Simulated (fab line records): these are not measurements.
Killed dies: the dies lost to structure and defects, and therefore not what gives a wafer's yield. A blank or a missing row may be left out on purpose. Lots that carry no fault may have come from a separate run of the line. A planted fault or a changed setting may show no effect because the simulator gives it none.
Chamber matching / flow n5 finfet / ald sin-03 running N5_MOL_CONTACT_COAG_ALD_131: 4 sister chambers
The step deposits SiO2, target thk 5 nm, pulse time 1 s, co reactant pulse time 1 s. 8 wafers are shown with their chamber, then 12 later ones without.

## WAFERS, EACH WITH ITS CHAMBER
wafer=L079.6; chamber=3; heater power w (W)=82; precursor pulse height rel=0.987
wafer=L081.2; chamber=0; heater power w (W)=78; precursor pulse height rel=0.999
wafer=L084.1; chamber=3; heater power w (W)=81; precursor pulse height rel=1.005
wafer=L084.2; chamber=0; heater power w (W)=77; precursor pulse height rel=1.037
wafer=L084.3; chamber=1; heater power w (W)=66; precursor pulse height rel=1.009
wafer=L084.4; chamber=2; heater power w (W)=66; precursor pulse height rel=1.025
wafer=L084.5; chamber=1; heater power w (W)=67; precursor pulse height rel=1.002
wafer=L084.6; chamber=2; heater power w (W)=65; precursor pulse height rel=1.043

## WAFERS WITH NO CHAMBER GIVEN
wafer=L094.1; heater power w (W)=80; precursor pulse height rel=1.024
wafer=L094.2; heater power w (W)=65; precursor pulse height rel=0.994
wafer=L094.3; heater power w (W)=65; precursor pulse height rel=0.966
wafer=L094.4; heater power w (W)=79; precursor pulse height rel=1.006
wafer=L094.5; heater power w (W)=67; precursor pulse height rel=1.005
wafer=L094.6; heater power w (W)=65; precursor pulse height rel=1.033
wafer=L095.2; heater power w (W)=80; precursor pulse height rel=0.981
wafer=L095.3; heater power w (W)=78; precursor pulse height rel=0.991
wafer=L095.5; heater power w (W)=83; precursor pulse height rel=1.012
wafer=L097.1; heater power w (W)=67; precursor pulse height rel=1.021
wafer=L097.3; heater power w (W)=72; precursor pulse height rel=1.005
wafer=L097.5; heater power w (W)=66; precursor pulse height rel=0.991

## WHICH CHAMBER EACH ONE RAN IN
wafer=L094.1; from the rows above=can't be placed: 3 or 0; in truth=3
wafer=L094.2; from the rows above=can't be placed: 1 or 2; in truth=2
wafer=L094.3; from the rows above=can't be placed: 1 or 2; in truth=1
wafer=L094.4; from the rows above=can't be placed: 0 or 3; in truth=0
wafer=L094.5; from the rows above=1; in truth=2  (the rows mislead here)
wafer=L094.6; from the rows above=can't be placed: 2 or 1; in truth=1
wafer=L095.2; from the rows above=can't be placed: 3 or 0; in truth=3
wafer=L095.3; from the rows above=0; in truth=0
wafer=L095.5; from the rows above=3; in truth=3
wafer=L097.1; from the rows above=can't be placed: 1 or 2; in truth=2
wafer=L097.3; from the rows above=can't be placed: 1 or 0 or 2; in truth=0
wafer=L097.5; from the rows above=can't be placed: 1 or 2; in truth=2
Correct placement for 2 of the 12. Can't be placed from these rows: 9 (the true chamber is among the candidates in 9). Wrongly placed: 1.
How it was worked out, from the rows above alone: a wafer's distance from a chamber is the root of the sum, over the readings, of the square of ((its reading less the chamber's mean) divided by the reading's scatter). If the next closest chamber is less than 2 further off than the closest, the wafer can't be placed; otherwise it belongs to the closest. For every chamber, the mean is computed from those of its wafers that are shown. How the scatter is found: for the shown wafers, subtract from each reading the mean of its chamber, square and add these, divide the total by (wafers less chambers), then take the root.
